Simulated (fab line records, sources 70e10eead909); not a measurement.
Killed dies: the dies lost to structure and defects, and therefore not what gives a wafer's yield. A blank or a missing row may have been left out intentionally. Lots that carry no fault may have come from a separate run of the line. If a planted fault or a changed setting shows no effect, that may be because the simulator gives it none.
fab line records ; flow nand_harc
record: lots: 5; wafers: 15; last_day: 24
route steps=1159 shown P_BONDPAD@360 END@1159
lots with no fault: from the same line, run without faults
start_h: hours from the record's first day to the start of the lot's first wafer shown ; wait_h: hours from the lot's prior step to this one ; " same as the row above ; L1.1+2: one row covering several wafers at once ; - no value present, or no start provided ; * or withheld: withheld ; < > ~ a bound
route shown NAME@n: names a module that has steps shown in the file, with the first one's number in the route ; usual: mean/standard deviation of fault-free wafers ; same: alike in all rows ; chamber/n: place in a boat ; sites: the reading at each site ; _std_site: their standard deviation ; _edge_site: mean of outer sites minus mean of inner sites ; radius_mm: for every site, how far away it sits from the centre of the wafer ; mask NAME#n: copy n ; behind: the last tool/chamber to shape the wafer ; hold: cause of the lot's hold/its duration in hours/its outcome ; device: which transistor (n, p or np) failed to switch ; end of line: the same wafers' tests at the end of the route ; step lacking rows: just its recipe ; killed: dies that structure and defects cost at the first sort, which is not the same as the wafer's yield ; map: shows each die of a wafer: x if killed, . if not, _ if none is there
set.NAME: the run value of the setting; set.NAME@STEP: its run value at that earlier step ; model.NAME: the simulator's own value behind a step, which no gauge read
lots at selected steps of the route; one table per step, one row per wafer
services: the hour from which a tool's chamber was out of use, counted from the record's first day as start_h (under 0 if before that day), plus the number of hours and why
== steps ==
step: NHARC_P_BONDPAD_EBR_05
step: NHARC_P_BONDPAD_EXPOSE_06
recipe: na: 0.55; dose_mj: 37.06; mask_id: P_BPAD
step: NHARC_P_BONDPAD_PEB_07
recipe: peb_temp_c: 128; peb_time_s: 80
step: NHARC_P_BONDPAD_DEVELOP_08
recipe: time_s: 50; dev_temp_c: 22
step: NHARC_P_BONDPAD_CD_MEAS_09
recipe: target_cd_nm: 500; landing_energy_ev: 500
usual: cd_nm: 498.6/1.8
lot.wafer;tool;chamber;start_h;wait_h;cd_nm
L255.3;cd_sem-02;0;174.92;-;497.6
L255.4;cd_sem-02;0;174.92;-;499.3
L255.5;cd_sem-02;0;174.92;-;500.8
L256.3;cd_sem-02;0;179.83;-;497.9
L256.4;cd_sem-02;0;179.83;-;498.4
L256.6;cd_sem-02;0;179.83;-;500.4
L264.1;cd_sem-01;0;231.30;-;497.3
L264.2;cd_sem-01;0;231.30;-;500.4
L264.4;cd_sem-01;0;231.30;-;494.9
L268.3;cd_sem-02;0;246.76;-;498.6
L268.4;cd_sem-02;0;246.76;-;499.3
L268.5;cd_sem-02;0;246.76;-;498.3
L269.2;cd_sem-03;0;254.77;-;498.5
L269.3;cd_sem-03;0;254.77;-;500.5
L269.5;cd_sem-03;0;254.77;-;497.7
step: NHARC_P_BONDPAD_OVL_MEAS_38
usual: overlay_x_nm: 0/5.2; overlay_y_nm: -3/3.7
lot.wafer;tool;chamber;start_h;wait_h;overlay_x_nm;overlay_y_nm
L255.3;overlay-02;-;175.00;-;-4;-2
L255.4;overlay-02;-;175.00;-;-4;-2
L255.5;overlay-02;-;175.00;-;-4;-2
L256.3;overlay-02;-;179.92;-;3;-5
L256.4;overlay-02;-;179.92;-;3;-5
L256.6;overlay-02;-;179.92;-;3;-5
L264.1;overlay-02;-;231.39;-;-9;1
L264.2;overlay-02;-;231.39;-;-9;2
L264.4;overlay-02;-;231.39;-;-8;1
L268.3;overlay-02;-;246.85;-;1;-2
L268.4;overlay-02;-;246.85;-;1;-2
L268.5;overlay-02;-;246.85;-;1;-3
L269.2;overlay-02;-;254.86;-;-12;-5
L269.3;overlay-02;-;254.86;-;-13;-5
L269.5;overlay-02;-;254.86;-;-12;-5
step: NHARC_P_BONDPAD_HARDBAKE_10
recipe: temp_c: 118; time_s: 65
step: NHARC_P_BONDPAD_DESCUM_11
recipe: time_s: 3; o2_flow_sccm: 200; ar_flow_sccm: 0; bias_power_w: 0; chemistry: O2
usual: drypump_motor_current_A: 5.9/0.38; oes_product_au: 0.999/0.01; rf_vpp_V: 57.6/0.89; showerhead_plenum_p_Torr: 1.89/0.083; throttle_valve_pct: 11.312/0.01
lot.wafer;tool;chamber;start_h;wait_h;drypump_motor_current_A;oes_product_au;rf_hours_counter_h;rf_vpp_V;showerhead_plenum_p_Torr;throttle_valve_pct
L255.4;rie_diel-02;0;175.13;-;5.6;0.993;1;57.8;1.85;11.316
L255.3;rie_diel-02;2;175.13;-;6.2;1.005;0;57.4;1.83;11.322
L255.5;rie_diel-02;0;175.13;-;5.5;0.995;-;58.3;1.85;11.316
L256.3;rie_diel-13;0;180.04;-;5.0;1.023;28;57.3;1.82;11.309
L256.4;rie_diel-13;2;180.04;-;6.1;0.992;26;59.5;1.98;11.345
L256.6;rie_diel-13;1;180.04;-;6.2;1.014;-;58.4;1.99;11.294
L264.4;rie_diel-02;0;231.51;-;5.5;0.992;6;57.9;1.85;11.310
L264.1;rie_diel-02;2;231.51;-;6.2;0.989;5;56.8;1.83;11.309
L264.2;rie_diel-02;3;231.51;-;5.8;0.997;5;57.7;2.03;11.312
L268.3;rie_diel-01;0;246.97;-;6.1;0.989;37;57.9;1.97;11.306
L268.4;rie_diel-01;1;246.97;-;5.8;0.994;35;56.5;1.86;11.293
L268.5;rie_diel-01;0;246.97;-;6.0;0.990;-;57.5;1.97;11.292
L269.2;rie_diel-02;3;255.00;-;5.8;0.999;8;57.1;2.03;11.332
L269.3;rie_diel-02;0;255.00;-;5.6;0.995;8;57.6;1.85;11.299
L269.5;rie_diel-02;2;255.00;-;6.2;0.995;-;57.8;1.83;11.313
step: NHARC_P_BONDPAD_ETCH_37
recipe: target_depth_a: 600; overetch_a: 180; time_s: 65.91; ion_energy_ev: 200; n2_flow_sccm: 150; h2_flow_sccm: 150; ar_flow_sccm: 0; rf_w: 400; bias_w: 150; chemistry: N2/H2
usual: bias_w: 150.0/0.43; drypump_motor_current_A: 5.9/0.36; oes_product_au: 0.997/0.0092; rf_vpp_V: 429.9/2.8; run_length_s: 87.2/0.61; showerhead_plenum_p_Torr: 2.02/0.094; throttle_valve_pct: 14.173/0.0091
lot.wafer;tool;chamber;start_h;wait_h;bias_w;drypump_motor_current_A;oes_product_au;rf_hours_counter_h;rf_vpp_V;run_length_s;showerhead_plenum_p_Torr;throttle_valve_pct
L255.4;rie_diel-02;2;175.21;0.1;150.7;6.2;1.003;1;428.8;86.9;1.95;14.176
L255.3;rie_diel-02;0;175.21;0.1;150.6;5.5;1.000;1;428.6;86.8;1.97;14.169
L255.5;rie_diel-02;2;175.21;0.1;150.6;6.2;1.004;-;427.8;86.4;1.95;14.171
L256.4;rie_diel-13;2;180.13;0.1;150.1;6.0;1.004;26;432.4;87.6;2.11;14.172
L256.3;rie_diel-13;0;180.13;0.1;150.0;5.0;1.021;28;427.0;86.5;1.94;14.171
L256.6;rie_diel-13;3;180.13;0.1;150.1;6.4;1.000;-;426.0;87.2;1.88;14.175
L264.1;rie_diel-02;3;231.60;0.1;150.2;5.8;0.992;5;433.6;88.1;2.16;14.176
L264.4;rie_diel-02;1;231.60;0.1;150.5;6.0;1.012;6;427.6;88.2;1.96;14.166
L264.2;rie_diel-02;2;231.60;0.1;150.2;6.2;1.010;5;427.5;86.4;1.95;14.164
L268.3;rie_diel-01;1;247.06;0.1;150.3;5.8;0.984;35;427.4;87.9;1.98;14.170
L268.4;rie_diel-01;3;247.06;0.1;150.0;5.2;0.994;40;425.5;87.1;1.90;14.188
L268.5;rie_diel-01;1;247.06;0.1;149.5;5.8;0.990;-;428.5;87.5;1.98;14.164
L269.2;rie_diel-02;3;255.09;0.1;150.0;5.8;0.988;8;434.7;87.8;2.16;14.185
L269.3;rie_diel-02;0;255.09;0.1;149.8;5.6;0.993;8;427.9;86.7;1.97;14.179
L269.5;rie_diel-02;2;255.09;0.1;149.6;6.2;0.995;-;426.5;86.7;1.95;14.158
step: NHARC_P_BONDPAD_ETCH_12
recipe: target_depth_a: 2000; time_s: 100; chf3_flow_sccm: 50; o2_flow_sccm: 10; ar_flow_sccm: 200; rf_w: 500; bias_w: 200; chemistry: CHF3/O2
usual: bias_w: 200.0/0.61; drypump_motor_current_A: 5.9/0.37; oes_product_au: 0.942/0.022; rf_vpp_V: 370.0/2.3; run_length_s: 121.3/0.62; showerhead_plenum_p_Torr: 2.37/0.1; throttle_valve_pct: 20.572/0.0096
lot.wafer;tool;chamber;start_h;wait_h;bias_w;drypump_motor_current_A;oes_product_au;rf_hours_counter_h;rf_vpp_V;run_length_s;showerhead_plenum_p_Torr;throttle_valve_pct
L255.3;rie_diel-02;0;-;-;199.1;5.5;0.963;1;368.5;120.6;2.33;20.568
L255.4;rie_diel-02;2;-;-;199.8;6.2;0.976;1;370.6;120.5;2.30;20.562
L255.5;rie_diel-02;3;-;-;199.3;5.8;0.964;-;372.0;122.0;2.54;20.566
L256.3;rie_diel-13;2;-;-;200.0;6.1;0.980;26;372.5;122.1;2.48;20.575
L256.4;rie_diel-13;3;-;-;200.1;6.4;0.959;29;367.8;121.7;2.23;20.572
L256.6;rie_diel-13;1;-;-;199.7;6.3;0.962;-;373.6;121.6;2.50;20.565
L264.2;rie_diel-02;3;-;-;199.1;5.8;0.981;5;374.9;122.2;2.54;20.569
L264.1;rie_diel-02;0;-;-;199.9;5.5;0.963;6;368.7;120.7;2.33;20.577
L264.4;rie_diel-02;2;-;-;199.7;6.2;0.976;5;368.9;120.8;2.30;20.575
L268.4;rie_diel-01;2;-;-;201.0;6.2;0.926;37;368.7;121.5;2.31;20.576
L268.3;rie_diel-01;1;-;-;200.9;5.9;0.918;35;369.0;122.3;2.34;20.577
L268.5;rie_diel-01;3;-;-;199.9;5.2;0.925;-;366.8;120.8;2.25;20.583
L269.2;rie_diel-02;1;-;-;200.0;6.1;0.924;8;367.8;121.5;2.32;20.571
L269.3;rie_diel-02;3;-;-;199.7;5.8;0.927;8;374.5;122.1;2.54;20.584
L269.5;rie_diel-02;0;-;-;199.9;5.5;0.927;-;368.6;120.9;2.33;20.574
step: NHARC_P_BONDPAD_CD_MEAS_13
usual: cd_nm: 497.7/1.9
lot.wafer;tool;chamber;start_h;wait_h;cd_nm
L255.3;cd_sem-03;-;175.45;-;496.6
L255.4;cd_sem-03;-;175.45;-;499.3
L255.5;cd_sem-03;-;175.45;-;500.7
L256.3;cd_sem-03;-;180.36;-;496.7
L256.4;cd_sem-03;-;180.36;-;498.1
L256.6;cd_sem-03;-;180.36;-;499.4
L264.1;cd_sem-02;-;231.83;-;495.5
L264.2;cd_sem-02;-;231.83;-;499.1
L264.4;cd_sem-02;-;231.83;-;495.3
L268.3;cd_sem-01;-;247.29;-;497.4
L268.4;cd_sem-01;-;247.29;-;498.5
L268.5;cd_sem-01;-;247.29;-;497.0
L269.2;cd_sem-03;-;255.31;-;497.4
L269.3;cd_sem-03;-;255.31;-;498.7
L269.5;cd_sem-03;-;255.31;-;496.2
step: NHARC_P_BONDPAD_STRIP_15
recipe: o2_flow_sccm: 500; ar_flow_sccm: 0; bias_w: 0; chemistry: O2
usual: drypump_motor_current_A: 5.9/0.35; oes_product_au: 0.997/0.0089; rf_vpp_V: 57.7/0.88; showerhead_plenum_p_Torr: 3.47/0.14; throttle_valve_pct: 17.036/0.0095
same: bias_w: 0
lot.wafer;tool;chamber;start_h;wait_h;drypump_motor_current_A;oes_product_au;rf_hours_counter_h;rf_vpp_V;showerhead_plenum_p_Torr;throttle_valve_pct
L255.4;rie_diel-02;3;175.52;0.1;5.8;0.992;1;58.5;3.73;17.040
L255.3;rie_diel-02;2;175.52;0.1;6.2;1.003;1;58.8;3.39;17.032
L255.5;rie_diel-02;3;175.52;0.1;5.8;0.988;-;57.5;3.73;17.021
L256.3;rie_diel-02;2;180.45;0.1;6.2;0.984;1;57.7;3.39;17.023
L256.4;rie_diel-02;3;180.45;0.1;5.9;0.982;1;58.6;3.73;17.032
L256.6;rie_diel-02;2;180.45;0.1;6.2;0.984;-;56.7;3.39;17.047
L264.2;rie_diel-02;1;231.90;0.1;6.1;1.002;6;58.1;3.41;17.035
L264.4;rie_diel-02;3;231.90;0.1;5.8;0.992;5;57.8;3.72;17.042
L264.1;rie_diel-02;0;231.90;0.1;5.6;0.989;6;58.3;3.42;17.038
L268.3;rie_diel-01;2;247.36;0.1;6.2;0.990;37;56.8;3.39;17.034
L268.4;rie_diel-01;0;247.36;0.1;6.1;0.983;37;57.9;3.63;17.025
L268.5;rie_diel-01;2;247.36;0.1;6.2;1.000;-;57.2;3.39;17.034
L269.3;rie_diel-01;3;255.40;0.1;5.3;0.998;42;56.7;3.31;17.038
L269.2;rie_diel-01;1;255.40;0.1;5.8;1.001;38;57.1;3.43;17.047
L269.5;rie_diel-01;2;255.40;0.1;6.2;1.004;-;57.3;3.39;17.024
step: NHARC_P_BONDPAD_ETCH_24
recipe: target_depth_a: 300; over_etch_frac: 0.3; time_s: 72.99; ion_energy_ev: 150; cf4_flow_sccm: 50; n2_flow_sccm: 100; ar_flow_sccm: 150; rf_w: 300; bias_w: 100; chemistry: CF4/N2
usual: bias_w: 100.0/0.32; drypump_motor_current_A: 5.9/0.35; oes_product_au: 0.997/0.009; rf_vpp_V: 313.3/1.9; run_length_s: 94.3/0.56; showerhead_plenum_p_Torr: 2.58/0.11; throttle_valve_pct: 19.794/0.0088
lot.wafer;tool;chamber;start_h;wait_h;bias_w;drypump_motor_current_A;oes_product_au;rf_hours_counter_h;rf_vpp_V;run_length_s;showerhead_plenum_p_Torr;throttle_valve_pct
L255.3;rie_diel-02;0;175.67;-;100.3;5.6;1.011;1;311.8;94.0;2.55;19.788
L255.4;rie_diel-02;1;175.67;-;99.8;6.0;1.005;1;311.7;94.8;2.54;19.796
L255.5;rie_diel-02;1;175.67;-;100.0;6.0;1.002;-;313.4;94.8;2.54;19.803
L256.3;rie_diel-02;0;180.59;-;100.0;5.5;0.998;1;310.8;94.0;2.55;19.794
L256.4;rie_diel-02;2;180.59;-;100.3;6.2;0.991;1;312.6;93.3;2.52;19.799
L256.6;rie_diel-02;3;180.59;-;100.6;5.8;0.985;-;317.8;94.7;2.78;19.795
L264.2;rie_diel-02;2;232.05;-;100.3;6.2;0.993;5;312.9;114.0;2.52;19.803
L264.4;rie_diel-02;0;232.05;-;100.2;5.6;0.989;6;312.1;93.6;2.54;19.786
L264.1;rie_diel-02;1;232.05;-;100.0;6.0;0.996;6;312.6;115.2;2.53;19.793
L268.4;rie_diel-01;0;247.52;-;100.1;6.1;0.985;37;314.9;93.3;2.70;19.793
L268.3;rie_diel-01;2;247.52;-;100.1;6.2;1.010;37;311.7;94.8;2.52;19.790
L268.5;rie_diel-01;3;247.52;-;99.7;5.2;1.002;-;313.0;93.6;2.46;19.798
L269.2;rie_diel-01;2;255.54;-;100.1;6.2;1.001;40;310.9;94.3;2.52;19.791
L269.3;rie_diel-01;3;255.54;-;99.3;5.2;0.998;42;311.9;94.0;2.46;19.788
L269.5;rie_diel-01;1;255.54;-;100.4;5.8;0.993;-;312.9;95.0;2.55;19.805
step: NHARC_P_BONDPAD_STRIP_16
recipe: time_s: 600; temp_c: 30; chemistry: post_etch_residue_remover
step: NHARC_END_SORT_01
recipe: temp_c: 25
usual: defect_limited_yield: 95.4/1.4; killed_at_array: 27/9.3; killed_at_other: 0.9/1.3; killed_at_periphery: 3.6/2.7; killed_dies: 31/9.7; killed_open: 3.3/1.8; killed_short: 2.0/1.5; sort_bin_2_pct: 1.4/0.63; sort_bin_3_pct: 0.25/0.21; sort_bin_4_pct: 2.9/0.93; sort_n_pass: 646/9.7; sort_rim_yield_pct: 95/3.1; sort_yield_pct: 95.4/1.4
same: gross_dies: 677; sort_bin_5_pct[%]: 0; sort_bin_6_pct[%]: 0; sort_bin_7_pct[%]: 0; sort_bin_8_pct[%]: 0; sort_rim_n_gross: 106.00
lot.wafer;tool;chamber;start_h;wait_h;defect_limited_yield[%];killed_at_array;killed_at_other;killed_at_periphery;killed_dies;killed_open;killed_short;sort_bin_2_pct[%];sort_bin_3_pct[%];sort_bin_4_pct[%];sort_n_pass;sort_rim_yield_pct[%];sort_yield_pct[%]
L264.1;prober-01;0;548.82;2.5;96.2;24;1;1;26;1;3;1.2;0.15;2.5;651;94;96.2
L264.2;prober-01;0;549.61;2.8;95.1;30;0;3;33;2;3;1.6;0.30;3.0;644;94;95.1
L264.4;prober-01;0;551.20;3.4;96.0;25;1;1;27;1;2;0.7;0.44;2.8;650;92;96.0
L268.3;prober-02;0;551.65;3.1;93.6;41;1;1;43;5;5;2.1;0;4.3;634;89;93.6
L268.4;prober-02;0;552.44;3.4;91.9;48;4;3;55;5;3;3.0;0.44;4.7;622;92;91.9
L268.5;prober-02;0;553.24;3.7;93.5;40;2;2;44;4;0;3.0;0.30;3.2;633;92;93.5
killed by level:class
L264.1 A_CHANNEL_HOLE_D1:chamber_film_flake=16 A_CHANNEL_FILL_D1:geometric_particle:short=2 A_STAIRCASE:chamber_film_flake=2 A_CONTACT:chamber_film_flake=2 A_WL_FILL:geometric_particle:short=1 A_BLC:geometric_particle:open=1 P_M1:chamber_film_flake=1 THIN_TSV:chamber_film_flake=1
L264.2 A_CHANNEL_HOLE_D1:chamber_film_flake=16 A_STAIRCASE:chamber_film_flake=5 A_CONTACT:chamber_film_flake=4 A_ZERO_WELL:chamber_film_flake=2 P_M0:geometric_particle:open=1 P_M1:geometric_particle:open=1 P_M1:geometric_particle:short=1 A_CHANNEL_FILL_D1:geometric_particle:short=1
L264.4 A_CHANNEL_HOLE_D1:chamber_film_flake=14 A_STAIRCASE:chamber_film_flake=5 A_CONTACT:chamber_film_flake=2 P_CONTACT:geometric_particle:open=1 A_WL_FILL:geometric_particle:short=1 A_CONTACT:geometric_particle:short=1 A_ZERO_WELL:chamber_film_flake=1 A_CHANNEL_FILL_D1:chamber_film_flake=1
L268.3 A_CHANNEL_HOLE_D1:chamber_film_flake=22 A_SLIT:chamber_film_flake=7 A_ONON_D1:geometric_particle:short=2 A_CONTACT:geometric_particle:open=2 P_STI:geometric_particle:short=1 A_ONON_D1:geometric_particle:open=1 A_CHANNEL_FILL_D1:geometric_particle:short=1 A_SGD_CUT:geometric_particle:open=1
L268.4 A_SLIT:chamber_film_flake=18 A_CHANNEL_HOLE_D1:chamber_film_flake=16 A_STAIRCASE:chamber_film_flake=6 THIN_TSV:chamber_film_flake=4 A_CONTACT:chamber_film_flake=2 P_STI:geometric_particle:open=1 P_CONTACT:geometric_particle:open=1 P_M0:geometric_particle:short=1
L268.5 A_CHANNEL_HOLE_D1:chamber_film_flake=17 A_SLIT:chamber_film_flake=15 A_STAIRCASE:chamber_film_flake=3 A_CONTACT:geometric_particle:open=2 P_GATE:chamber_film_flake=2 A_CHANNEL_FILL_D1:geometric_particle:open=1 A_SGD_CUT:geometric_particle:open=1 A_CONTACT:chamber_film_flake=1
== services ==
tool;chamber;start_h;hours;kind
rie_diel-02;0;159.78;-;clean
rie_diel-02;1;159.78;-;clean
rie_diel-02;2;159.78;-;clean
rie_diel-02;3;159.78;-;clean
rie_diel-01;0;171.35;-;clean
rie_diel-01;1;171.35;-;clean
rie_diel-01;2;171.35;-;clean
rie_diel-01;3;171.35;-;clean
rie_diel-02;0;184.41;-;clean
rie_diel-02;1;184.41;-;clean
rie_diel-02;2;184.41;-;clean
rie_diel-02;3;184.41;-;clean
rie_diel-02;-;192.06;0.7;repair
rie_diel-01;0;195.86;-;clean
rie_diel-01;0;202.67;1.4;repair
rie_diel-13;-;205.49;0.8;repair
rie_diel-02;0;208.91;-;clean
rie_diel-02;1;208.91;-;clean
rie_diel-02;2;208.91;-;clean
rie_diel-02;3;208.91;-;clean
rie_diel-02;0;233.54;-;clean
rie_diel-02;1;233.54;-;clean
rie_diel-02;2;233.54;-;clean
rie_diel-02;3;233.54;-;clean
== key ==
first_sign: step: NHARC_P_BONDPAD_ETCH_24; reading: run_length_s; direction: up; sigmas: 36; usual: *; struck: *
effect none on later readings
met_at NHARC_P_BONDPAD_ETCH_24
struck_wafers L264.1,L264.2
onset_between 180.59 232.05
fault: kind: process_parameter_drift; tool: rie_diel-02; chamber: -; onset_h: 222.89; steps: NHARC_P_BONDPAD_ETCH_24; channel: time_s; offset: *; shape: step; end_h: 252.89; scope: struck_wafers_only; acts_in: *; stated: *
